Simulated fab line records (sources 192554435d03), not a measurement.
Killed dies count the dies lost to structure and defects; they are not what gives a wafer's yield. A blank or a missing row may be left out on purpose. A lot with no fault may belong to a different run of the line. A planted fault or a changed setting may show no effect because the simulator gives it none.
Which tool is to blame? | flow n5 finfet | 29 wafers from 10 lots sampled at 3 of the route's 1938 steps

WHAT EACH GAUGE READ, for each wafer
N5_BEOL_M10_CD_MEAS_18: pitch 140 nm, target cd 70 nm. Usual: cd nm 70.3 nm, standard deviation 0.76.
lot  | measured     | on        | cd nm (nm)     | flag
L648 | day 10 12:32 | cd sem-01 | 70.9 69.4 70.2 |
L649 | day 10 19:05 | cd sem-03 | 70.1 70.7 70.1 |
L652 | day 11 19:44 | cd sem-02 | 69.9 69.9 69.6 |
L651 | day 12 08:41 | cd sem-03 | 70.5 69.6      |
L656 | day 12 08:59 | cd sem-02 | 69.1 69.9 69.5 |
L657 | day 12 12:42 | cd sem-02 | 69.8 69.6 69.1 |
L658 | day 12 18:22 | cd sem-01 | 70.3 70.3 69.5 |
L663 | day 14 10:01 | cd sem-02 | 70.7 69.9 69.1 |
L670 | day 16 08:56 | cd sem-03 | 70.6 71.7 70.7 |
L671 | day 16 09:29 | cd sem-03 | 70.2 69.1 68.8 |

N5_BEOL_M10_CD_MEAS_28: target cd 70 nm. Usual: cd nm 69.5 nm, standard deviation 1.2.
lot  | measured     | on        | cd nm (nm)     | flag
L648 | day 10 12:57 | cd sem-02 | 69.2 70.0 71.1 |
L649 | day 10 21:28 | cd sem-01 | 67.8 67.6 67.9 |
L652 | day 11 20:20 | cd sem-01 | 67.0 68.8 68.4 |
L651 | day 12 08:58 | cd sem-01 | 70.0 71.8      |
L656 | day 12 09:26 | cd sem-03 | 68.8 69.3 69.4 |
L657 | day 12 13:07 | cd sem-02 | 69.1 68.9 68.4 |
L658 | day 12 21:02 | cd sem-01 | 72.7 71.9 70.6 |
L663 | day 14 13:13 | cd sem-03 | 73.2 74.0 73.3 | OFF
L670 | day 16 11:23 | cd sem-03 | 67.4 66.4 68.1 |
L671 | day 16 11:07 | cd sem-01 | 69.6 70.4 70.8 |

WHAT TOOL EACH LOT RAN ON (gives the tool, then ch and the chambers of the sampled wafers, and finally the start)
lot  | N5_BEOL_M10_PEB_26
L648 | litho track-05 ch 0, day 10 12:53
L649 | litho track-04 ch 0, day 10 21:24
L652 | litho track-04 ch 0, day 11 20:16
L651 | litho track-01 ch 0, day 12 08:53
L656 | litho track-05 ch 0, day 12 09:22
L657 | litho track-04 ch 0, day 12 13:02
L658 | litho track-01 ch 0, day 12 20:58
L663 | litho track-01 ch 0, day 14 13:08
L670 | litho track-04 ch 0, day 16 11:19
L671 | litho track-05 ch 0, day 16 11:02
- N5_BEOL_M10_PEB_26: peb time 60 s.

AS READ BY THE TOOLS THEMSELVES (means over the sampled wafers that have a number; for cases with no such wafer, the mark the record gives instead)
The record holds no such reading with a usual standard deviation.

THE ANSWER, worked out from the rows above alone
Rule: a lot counts as off when the mean over its wafers that have a number is more than 3 standard deviations away from the usual mean. Also off: a lot with no number at a reading for which 4 or more lots have one. Where the step has rows for the other lots, those lots are counted as sound. First the gauges in route order, then the tools' own readings, where a lot's mean is used as printed above. The first step at which some lot is off is used, and at that step the reading that is off furthest; a lot without a number counts as furthest.
Off, at N5_BEOL_M10_CD_MEAS_28 on cd nm: L663.
If a tool, at a process step before that reading, ran all the lots that are off and no sound lot after the first of them, it fits. Those tools and the gauges at N5_BEOL_M10_CD_MEAS_28 are tried in the same way. One fits: litho track-01 at N5_BEOL_M10_PEB_26. A fault onset in the window from L658 (day 12 20:58, its last sound lot) to L663 (day 14 13:08, its first lot off) fits.

WHAT WAS PUT IN BY THE SIMULATOR
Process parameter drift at N5_BEOL_M10_PEB_26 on litho track-01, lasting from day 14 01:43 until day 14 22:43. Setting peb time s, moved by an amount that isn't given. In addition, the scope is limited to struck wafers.
Lots struck among those shown: L663. This agrees with what the rule above found.
